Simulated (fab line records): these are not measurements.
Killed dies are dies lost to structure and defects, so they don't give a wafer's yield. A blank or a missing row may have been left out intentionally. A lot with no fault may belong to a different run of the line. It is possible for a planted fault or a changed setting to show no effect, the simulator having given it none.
A struck lot beside a sound one || flow n5-finfet || 15 out of 1938 route steps
Sound: these wafers, L227.1, L227.3, L227.5. Wafers struck: L232.1, L232.5. The cause is named last.
Each step with rows lists, per side, the tool, then ch with its chambers, then its first start. Under that, the readings that differ: sound wafers || struck wafers || difference of the means || sigmas: that difference in standard deviations of wafers without a fault.
alike: readings whose means differ by less than 2 such deviations, and words and numbers that are the same on both sides. not compared: withheld readings, readings that some wafer has no value for, bounds like >300 that may hide the same value, and numbers for which the record gives no deviation and whose values overlap.
The two part at a step that has a row with sigmas, a row that says differs or no value, or rows on one side only. When numbers do not overlap yet have no deviation, they are printed without sigmas and do not part them. A reading missing from all wafers of one side parts the sides only when that side holds two or more wafers.

first, 8 steps without rows for these wafers: N5_BEOL_M14_COAT_58 (time 60 s, resist thk 89 nm); N5_BEOL_M14_COAT_04 (resist thk 800 nm); N5_BEOL_M14_EBR_06; N5_BEOL_M14_SOFTBAKE_05 (time 60 s); N5_BEOL_M14_EXPOSE_07 (exposes mask V13); N5_BEOL_M14_PEB_08 (peb time 90 s); N5_BEOL_M14_DEVELOP_09 (develop time 45 s); N5_BEOL_M14_HARDBAKE_14 (time 120 s).
N5_BEOL_M14_CD_MEAS_10: target cd 250 nm.
  sound on cd-sem-03 ch 0, day 12 00:15; struck on cd-sem-01 ch 0, day 14 05:52
  alike: cd-nm
N5_BEOL_M14_OVL_MEAS_11:
  sound on overlay-01 ch 0, day 12 00:17; struck on overlay-01 ch 0, day 14 05:53
{"reading": "V13_OVL (nm)", "sound": "5 15 12", "struck": "-6 -3", "difference": -15, "sigmas": -2}
N5_BEOL_M14_INSPECT_12: inspects for defects (macro).
  struck on defect-inspect-02, day 14 05:55; sound on defect-inspect-01, day 12 00:19
  alike: raw-defect-count
N5_BEOL_M14_DESCUM_15: chemistry O2, time 7.9 s.
  sound on rie-diel-01 ch 0,1,3, day 12 00:20; struck on rie-diel-01 ch 2, day 14 05:57
{"reading": "drypump-motor-current-A (A)", "sound": "6.5 5.6 5.9", "struck": "4.8 4.8", "difference": -1.2, "sigmas": -2}
{"reading": "oes-product-au (a.u.)", "sound": "1.02 0.91 0.86", "struck": "0.71 0.71", "difference": -0.22, "sigmas": -2}
  alike: o2-flow-sccm, rf-fwd-power-W, rf-vpp-V, showerhead-plenum-p-Torr, throttle-valve-pct
  not compared: rf-hours-counter-h
N5_BEOL_M14_ETCH_59: etches BARC in N2/H2, target depth 89 nm, overetch 26.7 nm, time 67.9 s.
  sound on rie-diel-01 ch 0,1,3, day 12 00:23; struck on rie-diel-01 ch 2, day 14 05:59
{"reading": "drypump-motor-current-A (A)", "sound": "6.5 5.6 5.9", "struck": "4.8 4.8", "difference": -1.2, "sigmas": -2}
{"reading": "oes-product-au (a.u.)", "sound": "0.85 0.76 0.73", "struck": "0.56 0.57", "difference": -0.22, "sigmas": -3}
{"reading": "run-length-s (s)", "sound": "90.8 91.8 90.7", "struck": "101.1 100.8", "difference": "+9.8", "sigmas": "+18"}
{"reading": "model.coat_of_BEOL_M14_COAT_04.thk-nm (nm)", "sound": "717.4 717.6 716.4", "struck": "709.6 712", "difference": -6.3, "sigmas": ""}
  alike: rf-fwd-power-W, rf-vpp-V, showerhead-plenum-p-Torr, throttle-valve-pct
  not compared: rf-hours-counter-h
N5_BEOL_M14_VIA_ETCH_16: etches SiO2 in C4F8/O2/Ar, target depth 1231.3 nm.
  sound on rie-diel-01 ch 0,1,3, day 12 00:26; struck on rie-diel-01 ch 2, day 14 06:02
{"reading": "drypump-motor-current-A (A)", "sound": "6.5 5.6 5.9", "struck": "4.8 4.8", "difference": -1.2, "sigmas": -2}
{"reading": "oes-product-au (a.u.)", "sound": "0.90 0.82 0.79", "struck": "0.64 0.64", "difference": -0.20, "sigmas": -2}
  alike: O2_flow_sccm, oes_o_777_au, rf-fwd-power-W, rf-vpp-V, showerhead-plenum-p-Torr, throttle-valve-pct
following that, these wafers have no rows for 1 step: N5_PASSIVATION_PROBE_49.

== WHERE THEY PART ==
Earliest at N5_BEOL_M14_OVL_MEAS_11; latest, in this record, at N5_BEOL_M14_VIA_ETCH_16.

WHY: the cause the simulator had injected
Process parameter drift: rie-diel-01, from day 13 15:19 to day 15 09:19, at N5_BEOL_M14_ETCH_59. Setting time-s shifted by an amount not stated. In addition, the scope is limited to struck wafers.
